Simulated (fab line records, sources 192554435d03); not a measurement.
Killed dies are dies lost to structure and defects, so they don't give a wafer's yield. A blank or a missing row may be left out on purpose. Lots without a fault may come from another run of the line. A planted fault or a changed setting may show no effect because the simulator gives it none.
Chamber matching | flow n5_finfet | N5_MOL_CONTACT_COAG_ETCH_89 on rie_diel-04: 4 sister chambers
The step etches underlayer in N2/H2, target depth 13 nm, time 10.4 s. 14 wafers are shown with their chamber, then 7 later ones without.

WAFERS WITH THEIR CHAMBER
wafer  | chamber | throttle_valve_pct (%) | drypump_motor_current_A (A) | oes_product_au (a.u.)
L074.2 | 1       | 17.57                  | 6.1                         | 0.78
L074.3 | 3       | 17.88                  | 5.7                         | 0.77
L074.4 | 0       | 17.84                  | 5.5                         | 0.65
L076.1 | 0       | 17.84                  | 5.5                         | 0.65
L076.2 | 1       | 17.57                  | 6.1                         | 0.78
L076.5 | 1       | 17.57                  | 6.1                         | 0.77
L085.1 | 0       | 17.89                  | 5.5                         | 0.64
L085.2 | 3       | 17.92                  | 5.6                         | 0.73
L085.5 | 0       | 17.88                  | 5.5                         | 0.63
L087.2 | 0       | 17.86                  | 5.5                         | 0.63
L087.3 | 1       | 17.61                  | 6.2                         | 0.74
L087.4 | 2       | 18.14                  | 5.9                         | 0.58
L089.2 | 1       | 17.61                  | 6.1                         | 0.74
L089.3 | 3       | 17.94                  | 5.6                         | 0.73

SIGNATURES (means of the wafers above)
reading                 | chamber 0 | chamber 1 | chamber 2 | chamber 3 | scatter within a chamber
throttle_valve_pct      | 17.8620   | 17.5860   | 18.1400   | 17.9133   | 0.0242
drypump_motor_current_A | 5.500     | 6.120     | 5.900     | 5.633     | 0.0383
oes_product_au          | 0.6400    | 0.7620    | 0.5800    | 0.7433    | 0.0177
Rule: a wafer's distance from a chamber is the root of the sum, over the readings, of the square of ((its reading less the chamber's mean) divided by the reading's scatter). The wafer belongs to the nearest chamber; if the next one is less than 2 further off, it can't be placed. The scatter: the root of (the sum of the squares of (reading less its chamber's mean) over the shown wafers, divided by (wafers less chambers)).

WAFERS WITHOUT THEIR CHAMBER
wafer  | throttle_valve_pct (%) | drypump_motor_current_A (A) | oes_product_au (a.u.)
L089.6 | 17.90                  | 5.5                         | 0.63
L095.2 | 17.64                  | 6.1                         | 0.72
L095.3 | 17.90                  | 5.5                         | 0.61
L095.5 | 18.14                  | 5.9                         | 0.58
L096.2 | 17.91                  | 5.5                         | 0.62
L096.4 | 18.16                  | 5.8                         | 0.58
L096.6 | 17.90                  | 5.5                         | 0.62

WHICH CHAMBER EACH WENT THROUGH
wafer  | from the rows above | in truth
L089.6 | 0                   | 0
L095.2 | 1                   | 1
L095.3 | 0                   | 0
L095.5 | 2                   | 2
L096.2 | 0                   | 0
L096.4 | 2                   | 2
L096.6 | 0                   | 0
Placed correctly: 7 of 7. Can't be placed from these rows: 0. Placed wrongly: 0.
